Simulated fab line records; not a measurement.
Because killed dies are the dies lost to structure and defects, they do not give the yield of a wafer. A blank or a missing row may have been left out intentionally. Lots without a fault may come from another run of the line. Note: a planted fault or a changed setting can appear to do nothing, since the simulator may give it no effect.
Which tool is to blame? ; flow n5Finfet ; 24 lots with 72 wafers sampled at 6 steps, on a route of 1938 steps

WHAT EACH GAUGE READ, for each wafer
N5_BEOL_M9_OCD_MEAS_38.
lot;measured;on;trenchDepthNm (nm)
L074;day 9 11:41;ocd-01;155.1 152.2 149.7
L076;day 9 20:33;ocd-02;150.5 152.1 150.7
L075;day 9 21:11;ocd-01;146.8 150.4 151.1
L077;day 10 03:12;ocd-02;147.8 152.5 152.4
L078;day 10 05:16;ocd-01;152.7 148.8 147.5
L079;day 10 10:14;ocd-02;152.1 151.7 150.5
L080;day 10 12:42;ocd-02;153.6 149.2 150.1
L082;day 10 15:22;ocd-02;150.6 151.9 149.9
L081;day 10 20:47;ocd-01;152.6 148.2 153.9
L083;day 10 22:15;ocd-02;151.3 151.9 147.3
L084;day 11 04:42;ocd-02;151.8 150.7 151.4
L088;day 14 12:06;ocd-01;152.6 151.3 146.9
L095;day 14 23:23;ocd-01;152.5 151.6 156.3
L094;day 14 23:52;ocd-02;152.3 152.0 157.8
L090;day 14 23:58;ocd-01;145.4 153.0 148.6
L085;day 15 01:52;ocd-01;155.0 148.5 150.7
L089;day 15 11:46;ocd-01;156.5 151.3 156.8
L092;day 15 16:22;ocd-02;153.7 146.3 149.3
L091;day 15 20:49;ocd-02;145.0 150.5 148.5
L093;day 16 09:17;ocd-01;150.5 145.5 145.6
L087;day 16 09:44;ocd-01;154.2 148.1 153.8
L096;day 16 14:02;ocd-02;148.4 148.1 146.9
L086;day 16 19:40;ocd-02;148.3 156.9 150.9
L097;day 16 19:48;ocd-01;146.0 156.0 155.6

N5_BEOL_M9_CD_MEAS_35: target cd 70 nm, target cd y 40 nm.
lot;measured;on;cdNm (nm)
L074;day 9 11:50;cdSem-01;69.1 69.5 68.9
L076;day 9 20:43;cdSem-02;70.0 70.6 70.9
L075;day 9 21:21;cdSem-03;70.4 70.2 69.9
L077;day 10 03:22;cdSem-01;69.7 69.2 69.7
L078;day 10 05:26;cdSem-03;70.2 69.9 70.9
L079;day 10 10:23;cdSem-02;70.8 69.5 70.1
L080;day 10 12:51;cdSem-01;69.6 70.0 70.1
L082;day 10 15:31;cdSem-02;71.8 70.6 70.9
L081;day 10 20:57;cdSem-01;68.4 68.5 68.8
L083;day 10 22:25;cdSem-02;70.5 70.6 70.6
L084;day 11 04:52;cdSem-02;69.6 69.4 69.6
L088;day 14 12:16;cdSem-01;70.0 70.1 69.5
L095;day 14 23:32;cdSem-01;69.8 70.5 69.2
L094;day 15 00:02;cdSem-01;70.0 69.9 69.8
L090;day 15 00:07;cdSem-01;69.8 69.8 69.3
L085;day 15 02:01;cdSem-02;69.4 69.3 69.8
L089;day 15 11:56;cdSem-02;70.2 70.4 69.0
L092;day 15 16:31;cdSem-03;69.6 68.5 69.9
L091;day 15 20:59;cdSem-01;70.0 69.7 69.2
L093;day 16 09:27;cdSem-01;69.4 69.3 68.2
L087;day 16 09:53;cdSem-02;70.6 69.7 70.2
L096;day 16 14:11;cdSem-03;69.5 69.4 70.3
L086;day 16 19:49;cdSem-01;69.9 70.4 70.4
L097;day 16 19:57;cdSem-01;70.5 71.0 70.5

N5_BEOL_M10_CD_MEAS_28: target cd 70 nm.
lot;measured;on;cdNm (nm)
L074;day 9 18:11;cdSem-02;69.8 69.8 69.1
L076;day 10 01:23;cdSem-01;70.3 69.7 68.4
L075;day 10 02:34;cdSem-02;70.9 70.8 70.7
L077;day 10 07:57;cdSem-01;69.6 70.2 70.0
L078;day 10 10:17;cdSem-02;69.0 71.4 71.5
L079;day 10 14:53;cdSem-02;71.1 71.8 70.6
L080;day 10 17:07;cdSem-01;70.1 69.8 69.5
L082;day 10 20:34;cdSem-01;69.8 68.4 69.4
L081;day 11 01:25;cdSem-02;71.5 70.9 71.4
L083;day 11 02:50;cdSem-02;67.9 68.8 68.9
L084;day 11 09:29;cdSem-02;69.6 69.6 69.7
L088;day 14 18:10;cdSem-03;69.2 70.0 70.5
L095;day 15 07:45;cdSem-02;72.0 71.1 71.5
L094;day 15 08:04;cdSem-03;69.2 69.4 69.5
L090;day 15 08:23;cdSem-01;71.3 72.0 71.2
L085;day 15 08:34;cdSem-03;71.4 69.1 71.4
L089;day 15 20:19;cdSem-01;70.4 70.8 71.1
L092;day 15 23:17;cdSem-02;67.9 69.6 69.8
L091;day 16 05:02;cdSem-02;68.5 68.0 68.0
L093;day 16 16:51;cdSem-01;69.4 69.8 70.2
L087;day 16 17:01;cdSem-02;70.4 70.7 71.3
L096;day 16 19:05;cdSem-03;70.9 71.2 69.5
L086;day 17 04:56;cdSem-03;68.5 68.8 69.4
L097;day 17 05:06;cdSem-03;67.4 68.2 69.2

WHAT TOOL EACH LOT RAN ON (gives the tool, then ch and the chambers of the sampled wafers, and finally the start)
lot;N5_BEOL_M9_STRIP_80;N5_BEOL_M9_SPUTTER_48;N5_BEOL_M10_ETCH_62
L074;rieDiel-06 ch 0,1,2, day 9 11:41 or earlier;pvdSputter-01, day 9 13:47;rieDiel-03 ch 0,2,3, day 9 17:18
L076;rieDiel-01 ch 1,3, day 9 20:33 or earlier;pvdSputter-02, day 9 21:47;rieDiel-02 ch 0,3, day 10 00:36
L075;rieDiel-01 ch 0,2,3, day 9 21:11 or earlier;pvdSputter-01, day 9 22:41;rieDiel-04 ch 0,2, day 10 01:47
L077;rieDiel-05 ch 0,1,3, day 10 03:12 or earlier;pvdSputter-01, day 10 04:23;rieDiel-04 ch 1,3, day 10 07:17
L078;rieDiel-05 ch 0,2, day 10 05:16 or earlier;pvdSputter-01, day 10 06:35;rieDiel-02 ch 0,3, day 10 09:04
L079;rieDiel-01 ch 0,1, day 10 10:14 or earlier;pvdSputter-02, day 10 11:18;rieDiel-03 ch 1,2, day 10 14:01
L080;rieDiel-05 ch 1,2,3, day 10 12:42 or earlier;pvdSputter-02, day 10 13:49;rieDiel-03 ch 1,3, day 10 16:20
L082;rieDiel-01 ch 1,2,3, day 10 15:22 or earlier;pvdSputter-01, day 10 16:29;rieDiel-02 ch 1,2,3, day 10 19:47
L081;rieDiel-06 ch 0,1,2, day 10 20:47 or earlier;pvdSputter-02, day 10 22:10;rieDiel-02 ch 2,3, day 11 00:33
L083;rieDiel-06 ch 1,2,3, day 10 22:15 or earlier;pvdSputter-02, day 10 23:20;rieDiel-02 ch 0,2,3, day 11 01:58
L084;rieDiel-06 ch 0,2,3, day 11 04:42 or earlier;pvdSputter-01, day 11 05:53;rieDiel-03 ch 2,3, day 11 08:49
L088;rieDiel-01 ch 0,2,3, day 14 12:06 or earlier;pvdSputter-01, day 14 13:16;rieDiel-04 ch 0,1,3, day 14 17:23
L095;rieDiel-01 ch 0,1, day 14 23:23 or earlier;pvdSputter-03, day 15 01:50;rieDiel-02 ch 0,2,3, day 15 06:58
L094;rieDiel-01 ch 0,1,3, day 14 23:52 or earlier;pvdSputter-01, day 15 02:45;rieDiel-03 ch 0,1, day 15 07:19
L090;rieDiel-05 ch 0,1,2, day 14 23:58 or earlier;pvdSputter-02, day 15 02:52;rieDiel-02 ch 0,1,2, day 15 07:34
L085;rieDiel-05 ch 0,1,2, day 15 01:52 or earlier;pvdSputter-01, day 15 03:32;rieDiel-03 ch 2,3, day 15 07:40
L089;rieDiel-01 ch 0,1, day 15 11:46 or earlier;pvdSputter-02, day 15 13:11;rieDiel-03 ch 2,3, day 15 17:28
L092;rieDiel-06 ch 0,1,2, day 15 16:22 or earlier;pvdSputter-03, day 15 18:04;rieDiel-03 ch 0,1, day 15 21:52
L091;rieDiel-05 ch 1,2,3, day 15 20:49 or earlier;pvdSputter-03, day 15 22:12;rieDiel-04 ch 1,2,3, day 16 01:26
L093;rieDiel-06 ch 0,1, day 16 09:17 or earlier;pvdSputter-02, day 16 10:53;rieDiel-04 ch 0,1,2, day 16 14:35
L087;rieDiel-01 ch 1,2,3, day 16 09:44 or earlier;pvdSputter-02, day 16 11:14;rieDiel-03 ch 0,1,3, day 16 14:50
L096;rieDiel-05 ch 2,3, day 16 14:02 or earlier;pvdSputter-02, day 16 15:17;rieDiel-04 ch 0,1,2, day 16 18:13
L086;rieDiel-01 ch 1,2,3, day 16 19:40 or earlier;pvdSputter-02, day 16 21:17;rieDiel-02 ch 0,1,3, day 17 02:32
L097;rieDiel-05 ch 0,1, day 16 19:48 or earlier;pvdSputter-02, day 16 21:46;rieDiel-04 ch 0,2,3, day 17 02:39
- N5_BEOL_M9_STRIP_80: strips in N2/H2, time 10 s.
- N5_BEOL_M9_SPUTTER_48: material Cu, target thk 12 nm, time 2 s.
- N5_BEOL_M10_ETCH_62: etches SOC in N2/H2, target depth 110 nm, overetch 22 nm, time 165 s.

AS READ BY THE TOOLS THEMSELVES (means over the sampled wafers that have a number; for cases with no such wafer, the mark the record gives instead)
N5_BEOL_M9_STRIP_80.
lot;tool;drypumpMotorCurrentA (A);oesProductAu (a.u.);rfVppV (V);showerheadPlenumPTorr (Torr);tempC (C);throttleValvePct (%)
L074;rieDiel-06;6.1;0.82;59.4;2.56;40.04;23.39
L076;rieDiel-01;5.0;0.67;59.4;2.57;39.90;23.65
L075;rieDiel-01;5.1;0.74;59.2;2.55;39.96;23.86
L077;rieDiel-05;6.1;0.77;59.6;2.51;40.02;23.84
L078;rieDiel-05;5.8;0.70;58.3;2.54;39.96;23.77
L079;rieDiel-01;5.1;0.70;58.9;2.61;39.95;23.65
L080;rieDiel-05;5.6;0.77;58.5;2.58;39.93;23.72
L082;rieDiel-01;5.2;0.70;59.3;2.54;40.05;23.72
L081;rieDiel-06;6.1;0.80;59.3;2.56;39.96;23.41
L083;rieDiel-06;5.8;0.78;58.3;2.50;39.95;23.60
L084;rieDiel-06;6.1;0.80;58.6;2.56;39.88;23.48
L088;rieDiel-01;5.1;0.81;58.6;2.54;40.05;23.77
L095;rieDiel-01;5.1;0.80;59.4;2.61;40.07;23.77
L094;rieDiel-01;5.0;0.87;59.6;2.57;40.02;23.66
L090;rieDiel-05;6.2;0.68;59.2;2.46;39.92;23.88
L085;rieDiel-05;6.2;0.68;59.1;2.46;39.96;23.86
L089;rieDiel-01;5.1;0.86;59.0;2.60;40.11;23.58
L092;rieDiel-06;6.1;0.77;60.1;2.54;39.94;23.44
L091;rieDiel-05;5.6;0.74;58.8;2.57;39.97;23.76
L093;rieDiel-06;5.7;0.72;59.3;2.55;40.01;23.53
L087;rieDiel-01;5.2;0.85;58.9;2.52;40.03;23.58
L096;rieDiel-05;5.0;0.79;60.1;2.67;40.13;23.69
L086;rieDiel-01;5.2;0.84;59.6;2.52;39.93;23.59
L097;rieDiel-05;6.7;0.87;59.2;2.59;40.08;23.94

N5_BEOL_M9_SPUTTER_48.
lot;tool;susceptorTempC (C);throttleValvePct (%)
L074;pvdSputter-01;-19.89;30.1
L076;pvdSputter-02;-20.14;29.3
L075;pvdSputter-01;-20.04;31.1
L077;pvdSputter-01;-19.88;30.5
L078;pvdSputter-01;-19.95;30.1
L079;pvdSputter-02;-20.02;29.7
L080;pvdSputter-02;-20.01;28.8
L082;pvdSputter-01;-19.92;30.5
L081;pvdSputter-02;-20.01;29.0
L083;pvdSputter-02;-19.98;29.6
L084;pvdSputter-01;-20.00;30.4
L088;pvdSputter-01;-19.99;30.2
L095;pvdSputter-03;-20.00;29.3
L094;pvdSputter-01;-20.13;30.5
L090;pvdSputter-02;-19.92;28.7
L085;pvdSputter-01;-19.92;30.2
L089;pvdSputter-02;-20.04;29.3
L092;pvdSputter-03;-19.97;30.5
L091;pvdSputter-03;-19.92;29.4
L093;pvdSputter-02;-20.11;29.8
L087;pvdSputter-02;-20.07;28.7
L096;pvdSputter-02;-20.01;29.5
L086;pvdSputter-02;-20.07;29.4
L097;pvdSputter-02;-20.01;30.2

N5_BEOL_M10_ETCH_62.
lot;tool;biasW (W);drypumpMotorCurrentA (A);oesProductAu (a.u.);rfVppV (V);showerheadPlenumPTorr (Torr);tempC (C);throttleValvePct (%)
L074;rieDiel-03;150.3;5.4;0.63;523.2;2.54;40.14;17.90
L076;rieDiel-02;150.2;6.4;0.65;521.3;2.48;40.16;18.05
L075;rieDiel-04;150.4;6.3;0.66;520.6;2.43;40.00;17.95
L077;rieDiel-04;150.0;5.6;0.73;523.2;2.51;39.96;17.52
L078;rieDiel-02;149.8;6.4;0.64;521.8;2.48;40.09;18.04
L079;rieDiel-03;149.7;5.4;0.63;523.5;2.54;39.99;18.02
L080;rieDiel-03;150.1;5.6;0.69;527.0;2.65;40.00;17.71
L082;rieDiel-02;149.6;6.2;0.71;527.1;2.65;40.04;17.77
L081;rieDiel-02;149.9;6.1;0.67;526.2;2.62;39.91;17.78
L083;rieDiel-02;149.9;6.2;0.65;524.3;2.55;40.03;17.92
L084;rieDiel-03;149.9;5.3;0.66;525.4;2.64;40.15;17.78
L088;rieDiel-04;149.6;6.0;0.71;522.9;2.50;39.97;17.59
L095;rieDiel-02;149.6;6.3;0.63;523.2;2.54;40.13;17.98
L094;rieDiel-03;150.2;5.8;0.70;525.1;2.59;40.12;17.85
L090;rieDiel-02;150.0;6.2;0.63;525.0;2.58;40.05;17.87
L085;rieDiel-03;150.3;5.2;0.77;523.4;2.57;40.05;17.72
L089;rieDiel-03;150.0;5.3;0.71;526.1;2.62;40.07;17.70
L092;rieDiel-03;150.2;5.8;0.73;526.7;2.63;40.10;17.76
L091;rieDiel-04;149.6;6.0;0.73;525.1;2.58;39.93;17.73
L093;rieDiel-04;149.8;6.3;0.74;524.7;2.58;39.98;17.75
L087;rieDiel-03;150.0;5.7;0.69;526.2;2.63;40.08;17.77
L096;rieDiel-04;150.0;6.3;0.73;523.8;2.58;39.86;17.75
L086;rieDiel-02;150.1;6.3;0.73;523.6;2.55;39.99;17.84
L097;rieDiel-04;150.4;6.0;0.73;523.7;2.54;39.99;17.64

THE ANSWER, worked out from the rows above alone
Rule: what is usual is taken from the lots themselves. Put in order of their means at a reading, lots are off if they are a third of the lots or fewer, leave a main group of 4 or more, and stand apart from it by a gap of 3 or more times the standard deviation of the main group's means; of several such gaps the widest counts. The tables above print the reading to a certain number of digits; a main group whose means all agree to those digits is not used. A lot without any number at a reading at which 4 lots or more have one is off too. Where the step has rows for the other lots, those lots are counted as sound. After the gauges, taken in route order, come the tools' own readings; for these a lot's mean is taken, as printed above. At the first step where some lot is off, the reading lying furthest off is the one used; lots without a number count as furthest.
Nothing can be told from this: no lot is off at any reading shown.

WHAT THE SIMULATOR HAD PUT IN
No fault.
